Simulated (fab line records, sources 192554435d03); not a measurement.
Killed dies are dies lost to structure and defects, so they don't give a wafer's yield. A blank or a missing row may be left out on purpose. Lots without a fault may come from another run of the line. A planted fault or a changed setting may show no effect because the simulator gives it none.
Chamber matching | flow n5_finfet | N5_BEOL_M11_DEP_56 on pecvd-04: 3 sister chambers
The step deposits SiCN from 3MS/NH3, target thk 30 nm, time 10.5 s. 27 wafers are shown with their chamber, then 12 later ones without.

WAFERS WITH THEIR CHAMBER
wafer  | chamber | throttle_valve_pct (%) | rf_fwd_power_W (W) | showerhead_plenum_p_Torr (Torr)
L074.2 | 2       | 16.9                   | 663                | 4.114
L074.4 | 2       | 17.2                   | 668                | 4.131
L074.6 | 1       | 20.1                   | 655                | 4.155
L076.3 | 0       | 18.4                   | 671                | 4.150
L076.4 | 1       | 20.1                   | 658                | 4.147
L076.5 | 2       | 17.2                   | 665                | 4.125
L078.1 | 2       | 17.2                   | 667                | 4.123
L078.4 | 0       | 18.4                   | 668                | 4.142
L078.5 | 1       | 20.3                   | 658                | 4.144
L083.1 | 1       | 20.2                   | 658                | 4.144
L083.3 | 2       | 17.1                   | 663                | 4.112
L083.5 | 1       | 20.3                   | 657                | 4.145
L084.3 | 1       | 20.2                   | 657                | 4.149
L084.5 | 2       | 17.6                   | 663                | 4.110
L084.6 | 1       | 20.1                   | 656                | 4.146
L085.3 | 2       | 16.9                   | 664                | 4.121
L085.4 | 1       | 20.2                   | 657                | 4.151
L085.6 | 1       | 20.2                   | 660                | 4.142
L089.2 | 0       | 18.6                   | 670                | 4.164
L089.3 | 2       | 17.4                   | 661                | 4.120
L089.5 | 2       | 17.3                   | 664                | 4.116
L092.3 | 1       | 20.3                   | 657                | 4.144
L092.4 | 0       | 18.7                   | 675                | 4.149
L092.5 | 1       | 20.0                   | 657                | 4.153
L090.4 | 1       | 19.9                   | 660                | 4.138
L090.5 | 2       | 17.5                   | 666                | 4.133
L090.6 | 0       | 18.7                   | 669                | 4.154

SIGNATURES (means of the wafers above)
reading                  | chamber 0 | chamber 1 | chamber 2 | scatter within a chamber
throttle_valve_pct       | 18.560    | 20.158    | 17.230    | 0.176
rf_fwd_power_W           | 670.60    | 657.50    | 664.40    | 1.96
showerhead_plenum_p_Torr | 4.15180   | 4.14650   | 4.12050   | 0.00663
Rule: a wafer's distance from a chamber is the root of the sum, over the readings, of the square of ((its reading less the chamber's mean) divided by the reading's scatter). The wafer belongs to the nearest chamber; if the next one is less than 2 further off, it can't be placed. The scatter: the root of (the sum of the squares of (reading less its chamber's mean) over the shown wafers, divided by (wafers less chambers)).

WAFERS WITHOUT THEIR CHAMBER
wafer  | throttle_valve_pct (%) | rf_fwd_power_W (W) | showerhead_plenum_p_Torr (Torr)
L091.2 | 18.7                   | 670                | 4.148
L091.4 | 20.3                   | 658                | 4.151
L091.6 | 17.4                   | 665                | 4.122
L094.1 | 17.4                   | 664                | 4.120
L094.2 | 18.6                   | 670                | 4.155
L094.6 | 20.3                   | 656                | 4.154
L093.1 | 18.8                   | 667                | 4.156
L093.2 | 17.3                   | 665                | 4.116
L093.6 | 18.6                   | 673                | 4.164
L095.2 | 20.3                   | 660                | 4.148
L095.3 | 18.8                   | 668                | 4.162
L095.6 | 17.5                   | 662                | 4.107

WHICH CHAMBER EACH WENT THROUGH
wafer  | from the rows above | in truth
L091.2 | 0                   | 0
L091.4 | 1                   | 1
L091.6 | 2                   | 2
L094.1 | 2                   | 2
L094.2 | 0                   | 0
L094.6 | 1                   | 1
L093.1 | 0                   | 0
L093.2 | 2                   | 2
L093.6 | 0                   | 0
L095.2 | 1                   | 1
L095.3 | 0                   | 0
L095.6 | 2                   | 2
Placed correctly: 12 of 12. Can't be placed from these rows: 0. Placed wrongly: 0.
